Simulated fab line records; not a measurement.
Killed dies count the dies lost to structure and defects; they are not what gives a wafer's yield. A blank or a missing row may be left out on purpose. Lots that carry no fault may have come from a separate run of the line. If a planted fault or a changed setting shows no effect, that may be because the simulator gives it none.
A lot that was struck, set against a sound lot ; flow nand-harc ; 15 out of 1159 route steps
Sound: the wafers L458.3, L458.5, L458.6. The struck wafers were L451.1, L451.4, L451.5. At the end, the cause is stated.
For every step that has rows: the tool of each side, followed by ch and its chambers, followed by its first start. Under that, the readings that differ: sound wafers ; struck wafers ; difference of the means ; sigmas: that difference in standard deviations of wafers without a fault.
alike: a reading whose means differ by less than 2 such deviations, as well as words and numbers matching on both sides. not compared: withheld readings; readings where some wafer has no value; bounds like >300 that might hide an equal value; numbers whose values overlap and for which the record gives no deviation.
Wherever a step has rows on one side only, a row that says differs or no value, or a row with sigmas, the two part there. Non-overlapping numbers with no deviation appear without sigmas and do not part them. A reading that every wafer of one side lacks parts them only if that side has two wafers or more.

first, 7 steps without rows for these wafers: NHARC_A_M1_COAT_34 (time 65 s); NHARC_A_M1_COAT_03 (resist thk 90 nm); NHARC_A_M1_SOFTBAKE_04 (time 55 s); NHARC_A_M1_EBR_05; NHARC_A_M1_EXPOSE_06 (exposes mask A M1, target cd 120 nm); NHARC_A_M1_PEB_07 (peb time 65 s); NHARC_A_M1_DEVELOP_08 (develop time 35 s).
NHARC_A_M1_CD_MEAS_09: the cd target is 120 nm.
  sound on cd-sem-02 ch 0, day 22 14:42; struck on cd-sem-01 ch 0, day 20 13:32
  alike: cd-nm
NHARC_A_M1_OVL_MEAS_10: pitch 240 nm.
  sound: overlay-02 at day 22 14:47; struck: overlay-02 at day 20 13:37
  alike: overlay-x-nm, overlay-y-nm
NHARC_A_M1_INSPECT_11:
  sound: defect-inspect-02 at day 22 14:49; struck: defect-inspect-02 at day 20 13:40
  alike: raw-defect-count
NHARC_A_M1_DESCUM_14: chemistry O2, time 3 s.
  sound on rie-diel-12 ch 0,3, day 22 14:53; struck on rie-diel-12 ch 1,2,3, day 20 13:43
  alike: drypump-motor-current-A, mfc-ar-sccm, o2-flow-sccm, oes-product-au, rf-vpp-V, showerhead-plenum-p-Torr, throttle-valve-pct
  not compared: rf-hours-counter-h
NHARC_A_M1_ETCH_35: etches the open film in N2/H2, target depth 40 nm, overetch 12 nm, time 43.94 s.
  sound on rie-diel-12 ch 0,1,2, day 22 14:59; struck on rie-diel-12 ch 0,3, day 20 13:49
  alike: bias-w, chamber-pressure-mTorr, drypump-motor-current-A, mfc-ar-sccm, oes-product-au, rf-vpp-V, showerhead-plenum-p-Torr, throttle-valve-pct
  not compared: rf-hours-counter-h
NHARC_A_M1_ETCH_15: etches the open film in C4F8/Ar, target depth 182.5 nm, time 91.2 s.
  sound on rie-diel-12 ch 0,3, day 22 15:04; struck on rie-diel-12 ch 1,3, day 20 13:54
  no value came back on the struck wafers for bias-w (W), chamber-pressure-mTorr (mTorr), oes-product-au (a.u.), rf-vpp-V (V); on the sound wafers bias-w (W) reads 299.1 299.7 299.8
  not compared: rf-hours-counter-h
NHARC_A_M1_CD_MEAS_16:
  sound: cd-sem-03 at day 22 15:11; struck: cd-sem-02 at day 20 14:02
  alike: cd-nm
NHARC_END_SORT_01:
  the record has rows for the struck wafers here (prober-02 ch 0, day 22 03:53) and none for the sound ones

== WHERE THEY PART ==
At NHARC_A_M1_ETCH_15 first; at NHARC_END_SORT_01 last (within this record only).

WHY: what the simulator had put in
At NHARC_A_M1_ETCH_15, the step was skipped entirely on rie-diel-12 from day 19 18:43 on. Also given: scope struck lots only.
